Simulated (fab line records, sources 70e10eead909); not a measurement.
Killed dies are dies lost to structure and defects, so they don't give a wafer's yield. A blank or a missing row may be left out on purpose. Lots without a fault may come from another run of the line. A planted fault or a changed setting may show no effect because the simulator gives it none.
Chamber matching | flow nand_harc | NHARC_A_STAIRCASE_ETCH_253 on rie_diel-11: 4 sister chambers
The step etches the open film in C4F8/O2, target depth 50 nm, time 20.2 s. 14 wafers are shown with their chamber, then 7 later ones without.

WAFERS WITH THEIR CHAMBER
wafer  | chamber | rf_vpp_V (V) | rf_fwd_power_W (W) | oes_product_au (a.u.)
L074.1 | 1       | 893          | 585                | 0.928
L074.4 | 3       | 900          | 590                | 0.952
L074.5 | 2       | 891          | 592                | 0.964
L075.2 | 2       | 893          | 592                | 0.934
L075.3 | 0       | 902          | 589                | 0.928
L075.4 | 1       | 893          | 587                | 0.912
L076.1 | 3       | 901          | 592                | 0.936
L076.2 | 2       | 893          | 591                | 0.954
L076.6 | 3       | 901          | 594                | 0.949
L077.1 | 3       | 901          | 592                | 0.963
L077.4 | 3       | 902          | 590                | 0.956
L077.5 | 0       | 903          | 594                | 0.973
L078.3 | 2       | 892          | 594                | 0.925
L078.5 | 2       | 891          | 595                | 0.928

SIGNATURES (means of the wafers above)
reading        | chamber 0 | chamber 1 | chamber 2 | chamber 3 | scatter within a chamber
rf_vpp_V       | 902.50    | 893.00    | 892.00    | 901.00    | 0.806
rf_fwd_power_W | 591.50    | 586.00    | 592.80    | 591.60    | 1.91
oes_product_au | 0.95050   | 0.92000   | 0.94100   | 0.95120   | 0.0165
Rule: a wafer's distance from a chamber is the root of the sum, over the readings, of the square of ((its reading less the chamber's mean) divided by the reading's scatter). The wafer belongs to the nearest chamber; if the next one is less than 2 further off, it can't be placed. The scatter: the root of (the sum of the squares of (reading less its chamber's mean) over the shown wafers, divided by (wafers less chambers)).

WAFERS WITHOUT THEIR CHAMBER
wafer  | rf_vpp_V (V) | rf_fwd_power_W (W) | oes_product_au (a.u.)
L078.6 | 901          | 593                | 0.915
L083.2 | 900          | 593                | 0.912
L083.3 | 893          | 588                | 0.916
L083.4 | 902          | 591                | 0.937
L093.2 | 893          | 587                | 0.947
L093.3 | 902          | 590                | 0.969
L093.4 | 900          | 590                | 0.962

WHICH CHAMBER EACH WENT THROUGH
wafer  | from the rows above     | in truth
L078.6 | can't be placed: 3 or 0 | 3
L083.2 | can't be placed: 3 or 0 | 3
L083.3 | 1                       | 1
L083.4 | can't be placed: 0 or 3 | 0
L093.2 | can't be placed: 1 or 2 | 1
L093.3 | can't be placed: 0 or 3 | 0
L093.4 | can't be placed: 3 or 0 | 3
Placed correctly: 1 of 7. Can't be placed from these rows: 6 (the true chamber is among the candidates in 6). Placed wrongly: 0.
